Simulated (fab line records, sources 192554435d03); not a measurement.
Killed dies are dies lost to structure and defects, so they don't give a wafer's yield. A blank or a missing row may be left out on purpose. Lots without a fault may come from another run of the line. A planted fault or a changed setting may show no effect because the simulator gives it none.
A struck lot beside a sound one | flow n5_finfet | 35 steps out of a route of 1938
Sound: wafers L677.3, L677.5, L677.6. Struck: wafers L681.1, L681.3. The cause comes at the end.
At each step with rows: each side's tool, then ch and its chambers, then its first start. Under that, the readings that differ: sound wafers | struck wafers | difference of the means | sigmas: that difference in standard deviations of wafers without a fault.
alike: readings whose means differ by less than 2 such deviations, and words and numbers that are the same on both sides. not compared: withheld readings, readings that some wafer has no value for, bounds like >300 that may hide the same value, and numbers for which the record gives no deviation and whose values overlap.
The two part at a step that has a row with sigmas, a row that says differs or no value, or rows on one side only. Numbers that don't overlap but have no deviation are shown without sigmas and don't part them. A reading that every wafer of one side lacks parts them only if that side has two wafers or more.

first, 9 steps without rows for these wafers: N5_MOL_CONTACT_COAG_SRD_128 (dry time 32 s); N5_MOL_CONTACT_COAG_CMP_52 (polishes, stops on SiO2, t overpolish 1.5 s, target thk 66.5 nm); N5_MOL_CONTACT_COAG_ANNEAL_112 (time 1800 s); N5_BEOL_M0_SAQP_PECVD_00 (deposits SiCN from 3MS/NH3, target thk 8 nm, time 14 s); N5_BEOL_M0_SAQP_ILD_DEP_01 (deposits SiOC from DEMS/O2, target thk 45.419 nm, time 8.7 s); N5_BEOL_M0_SAQP_HM_DEP_02 (deposits TiN, target thk 12 nm); N5_BEOL_M0_SAQP_PECVD_03 (deposits SiCN from 3MS/NH3, target thk 12 nm, time 21.1 s); N5_BEOL_M0_SAQP_PECVD_96 (deposits a-Si from SiH4/He, target thk 45 nm, time 45.2 s); N5_BEOL_M0_SAQP_PECVD_97 (deposits SiNx from SiH4/NH3/N2, target thk 23 nm, time 19.9 s).
N5_BEOL_M0_SAQP_PECVD_04: deposits a-Si from SiH4/He, target thk 60 nm, time 60.2 s.
  sound on pecvd-04 ch 0,2, day 5 16:16; struck on pecvd-04 ch 1,2, day 6 18:02
  reading                                         | sound          | struck    | difference | sigmas
  model.a-Si_of_BEOL_M0_SAQP_PECVD_04.thk_nm (nm) | 59.8 59.6 61.8 | 74.4 72.6 | +13.1      |
  alike: chamber_pressure_Torr, heater_power_w, showerhead_plenum_p_Torr, throttle_valve_pct
N5_BEOL_M0_SAQP_THK_MEAS_05:
  sound on film_metro-02, day 5 16:21; struck on film_metro-02, day 6 18:08
  reading     | sound          | struck    | difference | sigmas
  thk_nm (nm) | 59.7 59.7 61.9 | 74.3 72.6 | +13.0      | +18
then, 15 steps without rows for these wafers: N5_BEOL_M0_SAQP_HM_DEP_111 (deposits SiO2 from SiH4/N2O, target thk 12 nm, time 7.2 s); N5_BEOL_M0_SAQP_COAT_81 (time 60 s, resist thk 100 nm); N5_BEOL_M0_SAQP_COAT_82 (time 60 s, resist thk 30 nm); N5_BEOL_M0_SAQP_COAT_08 (resist thk 90 nm); N5_BEOL_M0_SAQP_EBR_10; N5_BEOL_M0_SAQP_SOFTBAKE_09 (time 60 s); N5_BEOL_M0_SAQP_EXPOSE_11 (exposes mask M0 CORE, target cd 42 nm); N5_BEOL_M0_SAQP_PEB_12 (peb time 60 s); N5_BEOL_M0_SAQP_DEVELOP_13 (develop time 30 s); N5_BEOL_M0_SAQP_DESCUM_19 (chemistry O2, time 7.9 s); N5_BEOL_M0_SAQP_ETCH_83 (etches SiARC in CF4, target depth 39 nm, time 65 s); N5_BEOL_M0_SAQP_ETCH_84 (etches SOC in N2/H2, target depth 100 nm, overetch 20 nm, time 150 s); N5_BEOL_M0_SAQP_STRIP_80 (strips in N2/H2); N5_BEOL_M0_SAQP_HM_OPEN_112 (chemistry CHF3/O2, target SiO2, stops on a-Si, target depth 12 nm, time 13.5 s); N5_BEOL_M0_SAQP_STRIP_113 (strips in CHF3/O2).
N5_BEOL_M0_SAQP_MANDREL_ETCH_20: etches a-Si in HBr/Cl2, stops on SiNx, target depth 60 nm, bt time 10 s, time 30 s.
  sound on rie_si-02 ch 0,2,3, day 5 17:04; struck on rie_si-02 ch 0,3, day 6 19:17
  reading                  | sound             | struck      | difference | sigmas
  oes_product_au (a.u.)    | 0.776 0.748 0.791 | 0.869 0.843 | +0.084     | +6
  model.etch.depth_nm (nm) | 59.73 59.64 61.86 | 74.32 72.53 | +13.02     |
  alike: drypump_motor_current_A, he_backside_leak_sccm, throttle_valve_pct
  not compared: rf_hours_counter_h
then, 5 steps without rows for these wafers: N5_BEOL_M0_SAQP_STRIP_86 (strips in N2/H2); N5_BEOL_M0_SAQP_STRIP_115 (strips in post etch residue remover, time 60 s); N5_BEOL_M0_SAQP_SRD_93 (time 30 s); N5_BEOL_M0_SAQP_RECESS_114 (chemistry HF/NH3, target SiO2, target depth 14.4 nm, afs cycles 3, sublimation time 60 s); N5_BEOL_M0_SAQP_SPACER1_ALD_98 (deposits SiO2, target thk 12.8 nm, pulse time 1 s, purge time 2 s).
N5_BEOL_M0_SAQP_SPACER1_ETCHBACK_99: etches SiO2 in CHF3/O2, target depth 15.4 nm, time 7.7 s.
  sound on rie_diel-06 ch 0,1,3, day 5 18:20; struck on rie_diel-03 ch 1,2, day 6 20:34
  reading                                         | sound          | struck    | difference | sigmas
  oes_product_au (a.u.)                           | 0.91 0.93 0.78 | 0.70 0.72 | -0.16      | -2
  model.a-Si_of_BEOL_M0_SAQP_PECVD_04.thk_nm (nm) | 59.2 59 61.2   | 73.8 72   | +13.1      |
  alike: drypump_motor_current_A, rf_vpp_V, showerhead_plenum_p_Torr, throttle_valve_pct
  not compared: rf_hours_counter_h
then, 1 step without rows for these wafers: N5_BEOL_M0_SAQP_MANDREL1_REMOVE_100 (chemistry HBr/Cl2/O2, target a-Si, stops on SiNx, bt time 10 s).
-- the record jumps here: 2 days lie between the struck wafers' starts before and after (it left off in module BEOL_M0_SAQP and takes up again in module BEOL_M4, whose first step shown is number 1111 of the route) --
N5_BEOL_M4_RC_MEAS_101:
  sound on prober-01 ch 0, day 8 10:14; struck on prober-01 ch 0, day 9 03:22
  reading       | sound       | struck  | difference | sigmas
  ION_N (uA/um) | 669 676 672 | 702 683 | +20        | +2
  alike: DIBL_N, DIBL_P, IOFF_N, IOFF_P, ION_P, SS_N, SS_P, VT_N, VT_P

WHERE THEY PART
First at N5_BEOL_M0_SAQP_THK_MEAS_05; last, within this record, at N5_BEOL_M4_RC_MEAS_101.

WHY: what the simulator had put in
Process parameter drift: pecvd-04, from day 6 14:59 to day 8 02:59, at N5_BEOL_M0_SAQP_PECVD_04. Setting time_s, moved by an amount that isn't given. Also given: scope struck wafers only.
